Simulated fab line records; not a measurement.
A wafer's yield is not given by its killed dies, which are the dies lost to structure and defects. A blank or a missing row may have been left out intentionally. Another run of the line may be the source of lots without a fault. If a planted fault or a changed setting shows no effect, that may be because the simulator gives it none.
fab line records	flow nand-harc
record lots=5	wafers=15	last-day=33
route steps=1302 shown A_M1@1183 END@1302
lots that met no fault: taken from a fault-free run of the same line
start-h: the number of hours between the record's first day and the start of the first shown wafer of the lot	wait-h: hours from the lot's prior step to this one	" identical to the entry in the row above	L1.1+2: a row that stands for several wafers	- no value, or no start was given	* or withheld: withheld	< > ~ a bound
route shown NAME@n: NAME is a module with steps in the file, n the number in the route of the first one	usual: mean/standard deviation of fault-free wafers	same: alike in all rows	chamber/n: place in a boat	sites: per-site readings	_std_site: their standard deviation	_edge_site: the outer-site mean with the inner-site mean subtracted	radius-mm: for every site, how far away it sits from the centre of the wafer	mask NAME#n: copy n	behind: the tool/chamber that last shaped the wafer	hold: why the lot was held/for how many hours/how that ended	device: names the non-switching transistor (n, p or np)	end of line: the tests these same wafers got at the end of their route	a step given without rows: its recipe and nothing more	killed: dies that structure and defects cost at the first sort, which is not the same as the wafer's yield	map: shows each die of a wafer: x if killed, . if not, _ if none is there
set.NAME: the setting as run; set.NAME@STEP: as run at that earlier step	model.NAME: the simulator's own value behind a step, which no gauge read
lots at some steps of the route; a table a step, a row a wafer
services: a tool's chamber out of use, with start hour (start-h, from the record's first day; less than 0 if before it), hours out, and reason
## steps
# step NHARC_A_M1_ETCH_35
# recipe target-depth-a=400	overetch-a=120	time-s=43.94	ion-energy-ev=200	n2-flow-sccm=150	h2-flow-sccm=150	ar-flow-sccm=0	rf-w=400	bias-w=150	chemistry=N2/H2
# step NHARC_A_M1_ETCH_15
# recipe target-depth-a=1825	time-s=91.2	c4f8-flow-sccm=withheld	ar-flow-sccm=400	rf-w=600	bias-w=300	chemistry=C4F8/Ar
# usual oes-product-au=0.955/0.023	rf-vpp-V=441.0/2.8
lot.wafer	tool	chamber	start-h	wait-h	oes-product-au	rf-hours-counter-h	rf-vpp-V
L555.2	rie-diel-05	1	-	-	0.950	0.2	436.8
L555.1	"	2	"	"	0.977	0.2	442.7
L555.4	"	3	"	"	0.970	0.1	438.8
L556.2	rie-diel-10	0	-	-	0.975	0.7	442.4
L556.5	"	3	"	"	0.972	-	441.7
L556.6	"	0	"	"	0.977	-	440.6
L558.2	rie-diel-06	1	-	-	0.966	3.4	442.7
L558.3	"	3	"	"	0.945	3.1	437.6
L558.4	"	0	"	"	0.964	2.4	443.5
L564.1	rie-diel-10	3	-	-	0.915	3.1	441.3
L564.2	"	1	"	"	0.924	3.4	437.3
L564.4	"	2	"	"	0.931	3.8	444.3
L569.2	rie-diel-05	3	-	-	0.937	6.7	437.2
L569.5	"	0	"	"	0.922	-	443.7
L569.6	"	1	"	"	0.913	-	436.6
# step NHARC_A_M1_CD_MEAS_16
# usual cd-nm=120.0/0.82
lot.wafer	tool	chamber	start-h	wait-h	cd-nm
L555.1	cd-sem-02	-	596.07	-	119.8
L555.2	"	-	"	"	120.8
L555.4	"	-	"	"	119.2
L556.2	cd-sem-01	-	624.25	-	121.4
L556.5	"	-	"	"	120.5
L556.6	"	-	"	"	120.4
L558.2	cd-sem-03	-	625.84	-	120.1
L558.3	"	-	"	"	120.2
L558.4	"	-	"	"	119.3
L564.1	cd-sem-01	-	679.41	-	120.7
L564.2	"	-	"	"	119.6
L564.4	"	-	"	"	118.8
L569.2	cd-sem-02	-	723.58	-	120.9
L569.5	"	-	"	"	121.8
L569.6	"	-	"	"	120.9
# step NHARC_A_M1_STRIP_18
# recipe power-w=1000	n2-flow-sccm=150	h2-flow-sccm=150	ar-flow-sccm=0	bias-w=0	chemistry=N2/H2
# usual drypump-motor-current-A=6.13/0.28	oes-product-au=1.002/0.0095	rf-vpp-V=90.8/0.96	showerhead-plenum-p-Torr=2.04/0.091	throttle-valve-pct=14.171/0.0099
lot.wafer	tool	chamber	start-h	wait-h	drypump-motor-current-A	oes-product-au	rf-hours-counter-h	rf-vpp-V	showerhead-plenum-p-Torr	throttle-valve-pct
L555.1	rie-diel-10	1	596.14	0.1	6.10	1.003	9.7	89.4	1.91	14.179
L555.4	"	3	"	"	6.10	1.005	11.0	90.6	2.06	14.171
L555.2	"	0	"	"	6.21	0.984	11.2	92.0	2.06	14.174
L556.2	rie-diel-05	3	624.40	0.1	6.32	0.994	1.6	88.7	1.95	14.176
L556.5	"	0	"	"	5.53	0.999	-	92.2	2.16	14.170
L556.6	"	1	"	"	5.76	0.997	-	88.9	1.92	14.173
L558.3	rie-diel-05	1	625.91	0.1	5.72	0.996	1.8	91.4	1.92	14.148
L558.2	"	3	"	"	6.34	0.991	1.7	90.6	1.95	14.166
L558.4	"	0	"	"	5.51	0.999	1.5	92.5	2.16	14.176
L564.2	rie-diel-06	1	679.49	0.1	6.22	1.002	0.3	92.0	2.15	14.168
L564.1	"	3	"	"	5.97	1.010	0.3	90.1	1.94	14.186
L564.4	"	0	"	"	6.45	1.003	0.4	91.8	2.15	14.157
L569.2	rie-diel-05	0	723.68	0.1	5.55	0.999	6.6	93.3	2.16	14.175
L569.5	"	3	"	"	6.31	1.011	-	89.8	1.95	14.179
L569.6	"	0	"	"	5.56	0.988	-	90.4	2.16	14.154
# step NHARC_A_M1_ETCH_28
# recipe target-depth-a=300	over-etch-frac=0.3	time-s=72.99	ion-energy-ev=150	cf4-flow-sccm=50	n2-flow-sccm=100	ar-flow-sccm=150	rf-w=300	bias-w=100	chemistry=CF4/N2
# usual drypump-motor-current-A=6.13/0.27	oes-product-au=1.001/0.01	rf-vpp-V=314.2/1.9	showerhead-plenum-p-Torr=2.63/0.11	throttle-valve-pct=19.795/0.0096
lot.wafer	tool	chamber	start-h	wait-h	drypump-motor-current-A	oes-product-au	rf-hours-counter-h	rf-vpp-V	showerhead-plenum-p-Torr	throttle-valve-pct
L555.2	rie-diel-10	2	-	-	6.01	1.013	9.4	315.6	2.73	19.794
L555.4	"	0	"	"	6.22	0.990	11.2	314.5	2.65	19.791
L555.1	"	1	"	"	6.06	1.003	9.8	311.4	2.47	19.786
L556.2	rie-diel-05	3	-	-	6.30	1.009	1.6	312.6	2.52	19.789
L556.6	"	0	"	"	5.53	0.992	-	317.0	2.77	19.784
L556.5	"	1	"	"	5.74	0.989	-	311.6	2.49	19.803
L558.4	rie-diel-05	1	-	-	5.73	0.990	1.9	311.5	2.49	19.791
L558.2	"	2	"	"	6.19	1.012	2.1	315.3	2.70	19.788
L558.3	"	3	"	"	6.36	1.001	1.7	312.2	2.52	19.800
L564.1	rie-diel-06	2	-	-	6.62	1.014	0.4	312.1	2.54	19.813
L564.2	"	0	"	"	6.48	0.999	0.4	317.1	2.75	19.798
L564.4	"	1	"	"	6.22	0.997	0.4	316.6	2.75	19.783
L569.2	rie-diel-05	1	-	-	5.73	0.992	7.5	313.3	2.49	19.787
L569.6	"	3	"	"	6.34	1.010	-	313.1	2.52	19.793
L569.5	"	0	"	"	5.54	1.004	-	318.1	2.77	19.796
# step NHARC_A_M1_STRIP_19
# recipe time-s=600	temp-c=30	chemistry=post-etch-residue-remover
# step NHARC_A_M1_DEGAS_29
# recipe temp-c=250	time-s=60
# step NHARC_A_M1_PRE_CLEAN_30
# recipe time-s=30	temp-c=280	gas=H2/He
# usual heater-power-w=408/43
lot.wafer	tool	chamber	start-h	wait-h	heater-power-w
L555.2	pvd-sputter-03	-	-	-	389
L555.1	"	-	"	"	491
L555.4	"	-	"	"	425
L556.2	pvd-sputter-03	-	-	-	499
L556.6	"	-	"	"	385
L556.5	"	-	"	"	510
L558.4	pvd-sputter-03	-	-	-	422
L558.2	"	-	"	"	487
L558.3	"	-	"	"	363
L564.1	pvd-sputter-02	-	-	-	416
L564.2	"	-	"	"	400
L564.4	"	-	"	"	468
L569.2	pvd-sputter-01	-	-	-	436
L569.5	"	-	"	"	449
L569.6	"	-	"	"	411
# step NHARC_A_M1_PVD_20
# recipe target-thk-a=50	bias-v=168.6	power-w=15000	chamber-pressure-pa=0.12	time-s=8.06	substrate-temp-c=50	material=TaN
# step NHARC_A_M1_PVD_21
# recipe target-thk-a=300	chamber-pressure-pa=5	power-w=5000	substrate-temp-c=30	time-s=20.49	material=Cu
# step NHARC_A_M1_ECD_22
# recipe target-thk-a=4000	bath-temp-c=25	material=Cu
# step NHARC_A_M1_ANNEAL_31
# recipe temp-c=225	time-s=90
# step NHARC_A_M1_CMP_23
# recipe t-overpolish-s=20	target-thk-nm=154.34
# usual motor-current-A=11.2/1.1	slurry-filter-dp-kPa=13.50/0.12	time-to-endpoint-s=28.1/2.5
lot.wafer	tool	chamber	start-h	wait-h	motor-current-A	slurry-filter-dp-kPa	time-to-endpoint-s
L555.2	cmp-02	3	597.86	-	11.2	13.32	32.1
L555.1	"	0	"	"	12.6	13.60	30.1
L555.4	"	1	"	"	11.3	13.53	27.3
L556.2	cmp-04	2	626.15	-	13.1	13.46	29.9
L556.6	"	3	"	"	10.3	13.44	32.4
L556.5	"	0	"	"	10.6	13.44	31.9
L558.3	cmp-01	0	627.63	-	9.3	13.70	29.1
L558.4	"	1	"	"	11.9	13.57	25.8
L558.2	"	2	"	"	10.1	13.38	30.2
L564.4	cmp-01	1	681.23	-	10.9	13.47	30.7
L564.1	"	2	"	"	10.4	13.44	27.1
L564.2	"	3	"	"	11.5	13.40	28.7
L569.2	cmp-01	2	726.84	-	10.2	13.32	30.0
L569.6	"	1	"	"	11.2	13.54	26.1
L569.5	"	2	"	"	10.6	13.54	29.4
# step NHARC_A_M1_THK_MEAS_24
# recipe thk-meas-gauge=xrf
# usual thk-nm=154.0/1.5
lot.wafer	tool	chamber	start-h	wait-h	thk-nm
L555.1	film-metro-01	-	598.18	-	154.0
L555.2	"	-	"	"	154.6
L555.4	"	-	"	"	152.3
L556.2	film-metro-02	-	626.38	-	153.6
L556.5	"	-	"	"	152.9
L556.6	"	-	"	"	154.0
L558.2	film-metro-02	-	627.94	-	155.3
L558.3	"	-	"	"	152.6
L558.4	"	-	"	"	154.1
L564.1	film-metro-02	-	681.52	-	153.4
L564.2	"	-	"	"	153.5
L564.4	"	-	"	"	153.3
L569.2	film-metro-02	-	727.13	-	154.5
L569.5	"	-	"	"	154.5
L569.6	"	-	"	"	154.5
# step NHARC_A_M1_SRD_25
# step NHARC_A_M1_INSPECT_27
# usual raw-defect-count=548/140
lot.wafer	tool	chamber	start-h	wait-h	hold	raw-defect-count
L555.1	defect-inspect-01	-	598.34	0.0	-	498
L555.2	"	-	"	"	-	442
L555.4	"	-	"	"	-	538
L556.2	defect-inspect-01	-	626.53	0.0	-	617
L556.5	"	-	"	"	-	655
L556.6	"	-	"	"	-	929
L558.2	defect-inspect-01	-	628.10	0.0	-	484
L558.3	"	-	"	"	-	660
L558.4	"	-	"	"	-	545
L564.1	defect-inspect-02	-	681.67	0.0	-	581
L564.2	"	-	"	"	-	544
L564.4	"	-	"	"	-	568
L569.2	defect-inspect-02	-	727.29	0.0	await-dispo/0.2h/release	1402
L569.5	"	-	"	"	await-dispo/0.2h/release	960
L569.6	"	-	"	"	await-dispo/0.2h/release	572
L569.2	defect-inspect-02	-	727.46	0.2	-	1421
L569.5	"	-	"	"	-	950
L569.6	"	-	"	"	-	584
# step NHARC_A_M1_PRE_CLEAN_32
# recipe time-s=12	temp-c=370	rf-power-w=300	gas=NH3
# usual heater-power-w=608/45
lot.wafer	tool	chamber	start-h	wait-h	hold	heater-power-w	since-wet-clean-h
L555.2	pecvd-03	0	598.40	0.1	-	634	38
L555.1	"	1	"	"	-	620	38
L555.4	"	0	"	"	-	622	-
L556.2	pecvd-02	0	626.60	0.1	-	522	25
L556.6	"	1	"	"	-	687	-
L556.5	"	2	"	"	-	631	-
L558.2	pecvd-01	1	628.17	0.1	-	653	123
L558.3	"	0	"	"	-	708	123
L558.4	"	0	"	"	-	687	-
L564.2	pecvd-02	1	681.74	0.1	-	671	80
L564.1	"	0	"	"	-	588	80
L564.4	"	1	"	"	-	680	-
L569.2	pecvd-02	2	733.08	5.6	await-dispo/5.5h/release	620	131
L569.6	"	2	"	"	await-dispo/5.5h/release	628	-
L569.5	"	0	"	"	await-dispo/5.5h/release	589	-
# step NHARC_END_SORT_01
# recipe temp-c=25
# usual defect-limited-yield=91.2/2.6	killed-at-array=55/17	killed-at-other=1.1/1.6	killed-at-periphery=3.8/2.5	killed-dies=60/18	killed-open=3.3/1.9	killed-short=2.5/1.7
# same gross-dies=677
lot.wafer	tool	chamber	start-h	wait-h	defect-limited-yield[%]	killed-at-array	killed-at-other	killed-at-periphery	killed-dies	killed-open	killed-short
L555.1	prober-01	0	632.22	2.5	89.4	71	0	1	72	2	9
L555.2	prober-01	0	633.02	2.8	91.4	51	1	6	58	5	4
L555.4	prober-01	0	634.60	3.4	91.7	55	0	1	56	3	4
L556.2	prober-01	0	660.55	2.8	87.3	78	1	7	86	6	4
L556.5	prober-01	0	663.00	3.8	86.0	89	1	5	95	2	2
L556.6	prober-01	0	663.82	4.1	86.1	88	0	6	94	5	1
L558.2	prober-02	0	660.57	2.8	97.2	16	3	0	19	3	2
L558.3	prober-02	0	661.36	3.1	97.2	9	4	6	19	1	1
L558.4	prober-02	0	662.14	3.3	96.9	16	1	4	21	2	2
L564.1	prober-01	0	719.08	2.5	91.3	57	1	1	59	5	3
L564.2	prober-01	0	719.88	2.8	92.2	48	0	5	53	3	3
L564.4	prober-01	0	721.48	3.4	91.7	48	1	7	56	7	1
L569.2	prober-02	0	780.71	2.8	56.1	294	2	1	297	1	6
L569.5	prober-02	0	783.10	3.7	60.0	267	0	4	271	5	1
L569.6	prober-02	0	783.90	4.0	94.2	33	0	6	39	1	3
# killed by level:class
L555.1 A_CHANNEL_HOLE_D2:chamber-film-flake=33 A_SLIT:chamber-film-flake=18 A_CHANNEL_HOLE_D1:chamber-film-flake=5 A_WL_FILL:geometric-particle:short=3 A_DECK1_JOINT:geometric-particle:short=2 A_ONON_D2:geometric-particle:short=2 A_STAIRCASE:chamber-film-flake=2 P_GATE:geometric-particle:open=1
L555.2 A_CHANNEL_HOLE_D2:chamber-film-flake=22 A_SLIT:chamber-film-flake=19 P_ZERO_WELL:chamber-film-flake=2 P_GATE:geometric-particle:short=1 P_GATE:geometric-particle:open=1 P_M1:geometric-particle:short=1 P_M2:geometric-particle:open=1 A_SOURCE_PLATE:geometric-particle:open=1
L555.4 A_CHANNEL_HOLE_D2:chamber-film-flake=23 A_SLIT:chamber-film-flake=17 A_CHANNEL_HOLE_D1:chamber-film-flake=2 A_M1:chamber-film-flake=2 A_CHANNEL_HOLE_D1:geometric-particle:open=1 A_CHANNEL_FILL_D1:geometric-particle:open=1 A_DECK1_JOINT:geometric-particle:open=1 A_ONON_D2:geometric-particle:short=1
L556.2 A_CHANNEL_HOLE_D1:chamber-film-flake=29 A_SLIT:chamber-film-flake=21 A_CHANNEL_HOLE_D2:chamber-film-flake=12 A_STAIRCASE:chamber-film-flake=6 P_ZERO_WELL:chamber-film-flake=4 A_CONTACT:geometric-particle:open=2 A_CHANNEL_FILL_D2:geometric-particle:open=2 P_CONTACT:geometric-particle:open=1
L558.2 A_CHANNEL_HOLE_D1:chamber-film-flake=3 A_SLIT:chamber-film-flake=3 A_CONTACT:chamber-film-flake=3 THIN_TSV:chamber-film-flake=3 A_ONON_D1:geometric-particle:open=1 A_DECK1_JOINT:geometric-particle:short=1 A_ONON_D2:geometric-particle:short=1 A_ONON_D2:geometric-particle:open=1
L558.3 THIN_TSV:chamber-film-flake=4 P_ZERO_WELL:chamber-film-flake=3 P_M1:chamber-film-flake=3 A_CHANNEL_HOLE_D1:chamber-film-flake=2 A_CHANNEL_HOLE_D2:chamber-film-flake=2 A_CONTACT:chamber-film-flake=2 A_DECK1_JOINT:geometric-particle:open=1 A_ONON_D2:geometric-particle:short=1
L558.4 A_CONTACT:chamber-film-flake=4 A_CHANNEL_HOLE_D1:chamber-film-flake=3 A_SLIT:chamber-film-flake=2 A_WL_FILL:chamber-film-flake=2 P_M0:geometric-particle:short=1 A_STAIRCASE:geometric-particle:short=1 A_CONTACT:geometric-particle:open=1 A_M1:geometric-particle:open=1
L556.5 A_CHANNEL_HOLE_D1:chamber-film-flake=40 A_SLIT:chamber-film-flake=32 A_CHANNEL_HOLE_D2:chamber-film-flake=7 A_CONTACT:chamber-film-flake=5 P_ZERO_WELL:chamber-film-flake=3 A_STAIRCASE:chamber-film-flake=2 P_CONTACT:geometric-particle:short=1 A_CHANNEL_FILL_D1:geometric-particle:open=1
L556.6 A_CHANNEL_HOLE_D1:chamber-film-flake=34 A_SLIT:chamber-film-flake=20 A_CHANNEL_HOLE_D2:chamber-film-flake=18 A_CONTACT:chamber-film-flake=6 A_STAIRCASE:chamber-film-flake=5 P_GATE:chamber-film-flake=4 P_M0:geometric-particle:open=1 A_ONON_D1:geometric-particle:open=1
L564.1 A_CHANNEL_HOLE_D1:chamber-film-flake=34 A_CONTACT:chamber-film-flake=7 A_BONDPAD:chamber-film-flake=3 A_M0:geometric-particle:open=2 A_ZERO_WELL:chamber-film-flake=2 A_STAIRCASE:chamber-film-flake=2 A_DECK1_JOINT:geometric-particle:open=1 A_ONON_D2:geometric-particle:short=1
L564.2 A_CHANNEL_HOLE_D1:chamber-film-flake=28 A_CONTACT:chamber-film-flake=5 A_SLIT:chamber-film-flake=4 P_ZERO_WELL:chamber-film-flake=3 A_BONDPAD:chamber-film-flake=3 A_CHANNEL_FILL_D1:chamber-film-flake=2 P_STI:geometric-particle:open=1 P_M0:geometric-particle:short=1
L564.4 A_CHANNEL_HOLE_D1:chamber-film-flake=26 A_CONTACT:chamber-film-flake=4 A_SLIT:chamber-film-flake=3 A_STAIRCASE:chamber-film-flake=3 A_DECK1_JOINT:geometric-particle:open=2 P_ZERO_WELL:chamber-film-flake=2 P_M2:chamber-film-flake=2 A_WL_FILL:chamber-film-flake=2
L569.2 A_M1:unspecified=254 A_CHANNEL_HOLE_D1:chamber-film-flake=19 A_SLIT:chamber-film-flake=6 A_CONTACT:chamber-film-flake=3 A_M0:chamber-film-flake=2 THIN_TSV:chamber-film-flake=2 A_ONON_D1:geometric-particle:short=1 A_CHANNEL_FILL_D1:geometric-particle:short=1
L569.5 A_M1:unspecified=244 A_CHANNEL_HOLE_D1:chamber-film-flake=10 A_SLIT:chamber-film-flake=4 P_CONTACT:chamber-film-flake=3 A_CONTACT:chamber-film-flake=3 A_ONON_D2:geometric-particle:open=2 P_M2:geometric-particle:open=1 A_ONON_D2:geometric-particle:short=1
L569.6 A_CHANNEL_HOLE_D1:chamber-film-flake=11 A_SLIT:chamber-film-flake=9 P_CONTACT:chamber-film-flake=5 A_CONTACT:chamber-film-flake=5 A_WL_FILL:geometric-particle:short=3 A_M0:chamber-film-flake=3 A_M0:geometric-particle:open=1 P_GATE:chamber-film-flake=1
# map L569.2 (x killed, . not)
____________x____________
_________..x..xx_________
_______x.xx...x.xx_______
______..x.x.xxxx...______
_____x..xx.x.x.....x_____
____xx.xxx....xx..x.x____
____xx..xx.x.xx......____
___.x..x..x.x......xx.___
___......xxx....xx..x.___
__x.x.xxxxxxx.x.....x..__
__xx..xxx.xxx.x.xxxx..x__
_.......x.xx.x.x.xx.x..._
_..x..xxxxxx..x..xxx.xx._
_.x.x...x...x..xxx.x...._
_..x.xx..xx.x.x..xx.x..._
_xx...xx..x.xx..x..xx..._
..xx...xx..xx...xx.......
.....x...x...x.x.x.x.x...
..x.x.x.x...xxxx...xxxx.x
...x.x.x.xx.x...x...xx...
.xx......x.xx.x....xx....
_x.x..xx..x..xx...xx.x.._
_..x.x.x....x.xx.x...x.._
_x..x.xxxxxx.....x.x.xx._
_x.xxxx.x.x.x.x.x...x.xx_
_x..xxx..x..xx.x.x...xxx_
__xxxxx.x.x..xxxx.x...x__
__x..x.x..x.x........xx__
___..xx..x.xx.....xxx.___
___.x.x.x..x..x.x..x..___
____.x.......x...xxx.____
____...xxxx.xxx.x...x____
_____xxx.x.x...xxx.x_____
______.xxxxxxx.xx.x______
_______..x........_______
_________xx....x_________
____________x____________
# map L558.4 (x killed, . not)
____________.____________
_________......._________
_______..........._______
______.............______
_____..............._____
____.................____
____.................____
___..x................___
___...................___
__.....................__
__.....................__
_......................x_
_x.x.....x.......x..x..._
_x...........x.........._
_.................x....._
_.........x............._
.............x...........
....x....................
.........................
x...........x.......x....
......................x..
_........x.........x...._
_..x...................._
_......................._
_x......................_
_......................._
__.....................__
__.....................__
___...................___
___...................___
____.................____
____.................____
_____..............._____
______.............______
_______..........._______
_________......._________
____________.____________
## services
tool	chamber	start-h	hours	kind
rie-diel-10	-	581.45	0.2	repair
pvd-sputter-01	-	582.00	10.0	pm
rie-diel-05	-	583.60	9.0	pm
cmp-04	-	584.85	8.8	repair
rie-diel-06	0	586.04	16.4	repair
pecvd-02	-	589.03	13.0	pm
cmp-01	-	590.24	4.0	pm
rie-diel-10	-	596.50	9.0	pm
cmp-04	-	601.06	4.0	pm
pvd-sputter-02	-	602.72	1.9	repair
pecvd-02	-	606.00	1.2	repair
rie-diel-05	3	618.56	1.4	repair
cmp-01	-	621.96	1.3	repair
rie-diel-06	-	661.20	9.0	pm
cmp-01	-	688.24	4.0	pm
pecvd-02	2	704.59	16.7	repair
rie-diel-06	0	706.49	5.0	repair
pvd-sputter-03	-	706.59	10.0	pm
pvd-sputter-03	-	717.21	0.5	repair
cmp-01	-	717.56	2.8	repair
cmp-01	-	722.64	1.1	repair
rie-diel-05	3	728.38	4.1	repair
rie-diel-05	2	728.64	2.9	repair
cmp-01	-	728.93	0.8	repair
## key
first-sign step=NHARC_A_M1_INSPECT_27	reading=visit	direction=added
effect step=NHARC_A_M1_INSPECT_27	reading=raw-defect-count	direction=up	sigmas=4.6	usual=548	struck=1181
effect step=NHARC_END_SORT_01	reading=killed-at-array	direction=up	sigmas=13	usual=55	struck=280
more-kills-born-at NHARC_A_M1_CMP_23@cmp-01=498
met-at NHARC_A_M1_CMP_23
struck-wafers L569.2,L569.5
onset-between 681.23 726.84
fault kind=chamber-particle-source	tool=cmp-01	chamber=2	onset-h=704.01	steps=NHARC_A_M1_CMP_23	rate-per-visit-cm2=0.50628	end-h=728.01
